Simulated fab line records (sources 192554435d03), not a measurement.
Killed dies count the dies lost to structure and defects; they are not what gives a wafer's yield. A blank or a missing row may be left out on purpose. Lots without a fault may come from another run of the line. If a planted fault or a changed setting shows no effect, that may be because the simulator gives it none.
Chamber matching | flow n5 finfet | N5_HKMG_FIN_STRIP_89 on rie diel-01 has 4 sister chambers
The step strips SOC in N2/H2, time 20 s. 24 wafers are shown with their chamber, then 12 later ones without.

== WAFERS WITH THEIR CHAMBER ==
wafer  | chamber | showerhead plenum p Torr (Torr) | drypump motor current A (A) | throttle valve pct (%)
L075.3 | 1       | 3.53                            | 5.9                         | 18.6
L075.4 | 0       | 3.37                            | 6.2                         | 18.9
L075.6 | 1       | 3.53                            | 6.0                         | 18.6
L080.1 | 0       | 3.37                            | 6.2                         | 18.9
L080.2 | 1       | 3.52                            | 6.0                         | 18.6
L080.6 | 1       | 3.52                            | 6.0                         | 18.6
L081.2 | 3       | 3.17                            | 5.1                         | 19.1
L081.4 | 2       | 3.42                            | 6.2                         | 19.1
L081.5 | 2       | 3.42                            | 6.2                         | 19.1
L084.1 | 3       | 3.17                            | 5.2                         | 19.1
L084.3 | 1       | 3.52                            | 5.9                         | 18.6
L084.4 | 1       | 3.52                            | 5.9                         | 18.6
L085.3 | 0       | 3.36                            | 6.2                         | 18.9
L085.5 | 1       | 3.51                            | 5.9                         | 18.6
L085.6 | 3       | 3.16                            | 5.1                         | 19.1
L088.2 | 1       | 3.51                            | 5.9                         | 18.6
L088.3 | 2       | 3.42                            | 6.2                         | 18.8
L088.5 | 1       | 3.51                            | 6.0                         | 18.6
L090.1 | 0       | 3.35                            | 6.2                         | 18.9
L090.5 | 1       | 3.51                            | 5.9                         | 18.6
L090.6 | 0       | 3.35                            | 6.2                         | 18.9
L091.2 | 0       | 3.35                            | 6.2                         | 18.9
L091.4 | 2       | 3.41                            | 6.2                         | 18.8
L091.6 | 0       | 3.35                            | 6.2                         | 18.9

SIGNATURES (means of the wafers above)
reading                  | chamber 0 | chamber 1 | chamber 2 | chamber 3 | scatter within a chamber
showerhead plenum p Torr | 3.3571    | 3.5180    | 3.4175    | 3.1667    | 0.00789
drypump motor current A  | 6.200     | 5.940     | 6.200     | 5.133     | 0.0392
throttle valve pct       | 18.900    | 18.600    | 18.950    | 19.100    | 0.0671
Rule: distance of a wafer from a chamber = root of the sum over the readings of ((wafer's reading minus chamber's mean) / reading's scatter) squared. If the next closest chamber is less than 2 further off than the closest, the wafer can't be placed; otherwise it belongs to the closest. The scatter: the root of (the sum of the squares of (reading less its chamber's mean) over the shown wafers, divided by (wafers less chambers)).

== WAFERS WITHOUT THEIR CHAMBER ==
wafer  | showerhead plenum p Torr (Torr) | drypump motor current A (A) | throttle valve pct (%)
L092.2 | 3.35                            | 6.2                         | 18.9
L092.5 | 3.35                            | 6.2                         | 19.0
L092.6 | 3.57                            | 5.1                         | 18.7
L094.4 | 3.34                            | 6.2                         | 19.0
L094.5 | 3.56                            | 5.1                         | 18.7
L094.6 | 3.41                            | 6.2                         | 18.8
L096.1 | 3.56                            | 5.1                         | 18.7
L096.2 | 3.34                            | 6.2                         | 19.0
L096.3 | 3.50                            | 5.9                         | 18.7
L097.1 | 3.56                            | 5.1                         | 18.7
L097.4 | 3.40                            | 6.2                         | 18.9
L097.5 | 3.50                            | 6.0                         | 18.6

== WHICH CHAMBER EACH ONE RAN IN ==
wafer  | from the rows above | in truth
L092.2 | 0                   | 0
L092.5 | 0                   | 0
L092.6 | 1                   | 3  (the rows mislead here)
L094.4 | 0                   | 0
L094.5 | 1                   | 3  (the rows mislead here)
L094.6 | 2                   | 2
L096.1 | 1                   | 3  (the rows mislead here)
L096.2 | 0                   | 0
L096.3 | 1                   | 1
L097.1 | 1                   | 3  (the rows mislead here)
L097.4 | 2                   | 2
L097.5 | 1                   | 1
Placed correctly: 8 of 12. Can't be placed from these rows: 0. Wrongly placed: 4.
